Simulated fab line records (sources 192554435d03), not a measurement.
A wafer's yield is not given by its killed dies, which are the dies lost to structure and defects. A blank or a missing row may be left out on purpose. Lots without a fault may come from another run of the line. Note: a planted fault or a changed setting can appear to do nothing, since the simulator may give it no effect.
Chamber matching + flow n5Finfet + cmp-04 running N5_BEOL_M15_CMP_49: 4 sister chambers
The step polishes, stops on SiO2, t overpolish 4.9 s, target thk 850 nm. 14 wafers are shown with their chamber, then 6 later ones without.

== EACH WAFER AND ITS CHAMBER ==
| wafer  | chamber | barrierFieldEndpointS (s) | overpolishRunS (s) | motorCurrentA (A) |
|--------|---------|---------------------------|--------------------|-------------------|
| L748.3 | 1       | 12.1                      | 4.904              | 8.6               |
| L748.4 | 3       | 11.4                      | 4.910              | 8.2               |
| L748.5 | 3       | 11.4                      | 4.899              | 7.9               |
| L749.2 | 2       | 10.7                      | 4.888              | 9.2               |
| L749.4 | 0       | 11.8                      | 4.918              | 8.0               |
| L749.6 | 3       | 11.4                      | 4.886              | 7.6               |
| L750.2 | 1       | 12.8                      | 4.895              | 8.7               |
| L750.5 | 0       | 11.8                      | 4.901              | 8.4               |
| L750.6 | 3       | 11.5                      | 4.896              | 8.0               |
| L753.4 | 2       | 10.8                      | 4.892              | 8.6               |
| L753.5 | 3       | 11.2                      | 4.885              | 8.1               |
| L762.1 | 1       | 11.9                      | 4.900              | 8.1               |
| L762.3 | 2       | 10.8                      | 4.892              | 8.4               |
| L762.6 | 0       | 11.2                      | 4.918              | 7.7               |

SIGNATURES (means of the wafers above)
| reading               | chamber 0 | chamber 1 | chamber 2 | chamber 3 | scatter within a chamber |
|-----------------------|-----------|-----------|-----------|-----------|--------------------------|
| barrierFieldEndpointS | 11.600    | 12.267    | 10.767    | 11.380    | 0.272                    |
| overpolishRunS        | 4.91233   | 4.89967   | 4.89067   | 4.89520   | 0.00817                  |
| motorCurrentA         | 8.033     | 8.467     | 8.733     | 7.960     | 0.318                    |
Rule: for a wafer and a chamber, the distance is found by dividing, reading by reading, the gap between the wafer's reading and the chamber's mean by the reading's scatter, squaring, summing and taking the root. The wafer belongs to the nearest chamber; if the next one is less than 2 further off, it can't be placed. The scatter: the root of (the sum of the squares of (reading less its chamber's mean) over the shown wafers, divided by (wafers less chambers)).

== WAFERS WITH NO CHAMBER GIVEN ==
| wafer  | barrierFieldEndpointS (s) | overpolishRunS (s) | motorCurrentA (A) |
|--------|---------------------------|--------------------|-------------------|
| L764.2 | 12.1                      | 4.902              | 8.6               |
| L764.5 | 11.1                      | 4.911              | 9.0               |
| L764.6 | 12.2                      | 4.902              | 7.9               |
| L766.2 | 11.6                      | 4.904              | 7.7               |
| L766.3 | 11.1                      | 4.903              | 8.2               |
| L766.5 | 12.0                      | 4.910              | 8.4               |

== WHICH CHAMBER EACH ONE RAN IN ==
| wafer  | from the rows above               | in truth |
|--------|-----------------------------------|----------|
| L764.2 | 1                                 | 1        |
| L764.5 | can't be placed: 2 or 0 or 3 or 1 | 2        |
| L764.6 | can't be placed: 1 or 0 or 3      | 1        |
| L766.2 | can't be placed: 0 or 3           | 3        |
| L766.3 | can't be placed: 3 or 0 or 2      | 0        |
| L766.5 | can't be placed: 1 or 0 or 3      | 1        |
Correctly placed: 1 of 6. Not placeable from these rows: 5 (in 5, the candidates include the true chamber). Number placed wrongly: 0.
